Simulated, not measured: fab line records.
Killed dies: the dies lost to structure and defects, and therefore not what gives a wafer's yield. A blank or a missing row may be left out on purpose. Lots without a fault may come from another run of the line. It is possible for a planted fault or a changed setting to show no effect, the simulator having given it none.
Comparing a struck lot with a sound one :: flow n5-finfet :: 16 out of 1938 route steps
Sound: these wafers, L597.3, L597.4, L597.5. Wafers L612.5, L612.6 were the ones struck. Last of all comes the cause.
Per side, at each step with rows, come the tool, then ch with its chambers, and then its first start. Under that, the readings that differ: sound wafers :: struck wafers :: difference of the means :: sigmas: that difference in standard deviations of wafers without a fault.
alike: readings with means less than 2 such deviations apart, plus words and numbers identical on both sides. not compared: withheld readings, readings lacking a value on some wafer, bounds such as >300 that could conceal the same value, and numbers that have no deviation in the record and whose values overlap.
The two part at a step that has a row with sigmas, a row that says differs or no value, or rows on one side only. Non-overlapping numbers with no deviation appear without sigmas and do not part them. A reading that every wafer of one side lacks parts them only if that side has two wafers or more.

N5_BEOL_M2_ETCH_41: etches SiCN in CH3F/O2, target depth 29.9 nm, time 52.5 s.
  sound on rie-diel-06 ch 0,1,3; struck on rie-diel-01 ch 2,3
  alike: drypump-motor-current-A, mfc-ar-sccm, oes-product-au, rf-vpp-V, showerhead-plenum-p-Torr, throttle-valve-pct
  not compared: rf-hours-counter-h
then, 1 step without rows for these wafers: N5_BEOL_M2_STRIP_97 (strips in N2/H2, time 10 s).
N5_BEOL_M2_OCD_MEAS_38:
  struck on ocd-01, day 11 15:25; sound on ocd-01, day 7 23:01
  alike: trench-depth-nm
then, 4 steps without rows for these wafers: N5_BEOL_M2_HM_STRIP_39 (strips TiN in peroxide tin strip, target depth 25 nm, time 158 s); N5_BEOL_M2_SRD_40 (time 30 s); N5_BEOL_M2_PRECLEAN_42 (cleans in residue remover, time 60 s); N5_BEOL_M2_SRD_43 (time 30 s).
N5_BEOL_M2_CD_MEAS_35: target cd 18 nm, target cd y 22.2 nm.
  struck on cd-sem-01, day 11 15:34; sound on cd-sem-03, day 7 23:11
  alike: cd-nm
N5_BEOL_M2_DEGAS_44: time 60 s.
  struck on pvd-sputter-03, day 11 15:59; sound on pvd-sputter-03, day 7 23:25
  alike: heater-power-w
then, 1 step without rows for these wafers: N5_BEOL_M2_PRE_CLEAN_45 (time 30 s).
N5_BEOL_M2_ALD_84: deposits TaN, pulse time 2 s, purge time 3 s, co reactant purge time 2 s.
  sound on ald-metal-01 ch 2,3, day 7 23:44; struck on ald-metal-04 ch 1,2, day 11 16:11
  alike: heater-power-w, precursor-vessel-temp-c
N5_BEOL_M2_SURFACE_TREAT_85:
  struck on pvd-sputter-01, day 11 16:20; sound on pvd-sputter-02, day 7 23:59
  not compared: throttle-valve-pct
N5_BEOL_M2_CVD_47: deposits Co from CCTBA/H2, target thk 3 nm, time 223.8 s.
  sound on cvd-co-01 ch 0,1,2, day 8 00:19; struck on cvd-co-01 ch 0,1, day 11 16:26
reading: run-length-s (s)
sound: 246.3 246.3 247.0
struck: 99.9 99.8
difference: -146.7
sigmas: -99 or more
N5_BEOL_M2_SPUTTER_48: material Cu, target thk 4.5 nm, time 8.29 s.
  struck on pvd-sputter-02, day 11 16:37; sound on pvd-sputter-01, day 8 01:51
  alike: chamber-pressure-pa, throttle-valve-pct
N5_BEOL_M4_RC_MEAS_101:
  sound on prober-01 ch 0, day 9 07:44; struck on prober-02 ch 0, day 13 09:13
  alike: DIBL_N, DIBL_P, IOFF_N, IOFF_P, ION_N, ION_P, SS_N, SS_P, VT_N, VT_P
-- the record jumps here: 5 days lie between the struck wafers' starts before and after (it left off in module BEOL_M4 and takes up again in module PASSIVATION, whose first step shown is number 1936 of the route) --
N5_PASSIVATION_PROBE_49:
  struck on prober-01, day 18 07:05; sound on prober-02, day 14 04:52
  alike: defect-limited-yield, killed_at_M0_to_M3, killed_at_M4_up, killed-at-contacts, killed-at-front-end, killed-at-other, killed-dies, killed-open, killed-short, sort_bin_5_function, sort_bin_6_memory, sort-n-pass, sort-yield-pct

## WHERE THEY PART
N5_BEOL_M2_CVD_47 only, going by this record. Later steps at which nothing parts them and some readings are alike: N5_BEOL_M2_SPUTTER_48, N5_BEOL_M4_RC_MEAS_101, N5_PASSIVATION_PROBE_49.

WHY: whatever the simulator had introduced
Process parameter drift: cvd-co-01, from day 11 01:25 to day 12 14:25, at N5_BEOL_M2_CVD_47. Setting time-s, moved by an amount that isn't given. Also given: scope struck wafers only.
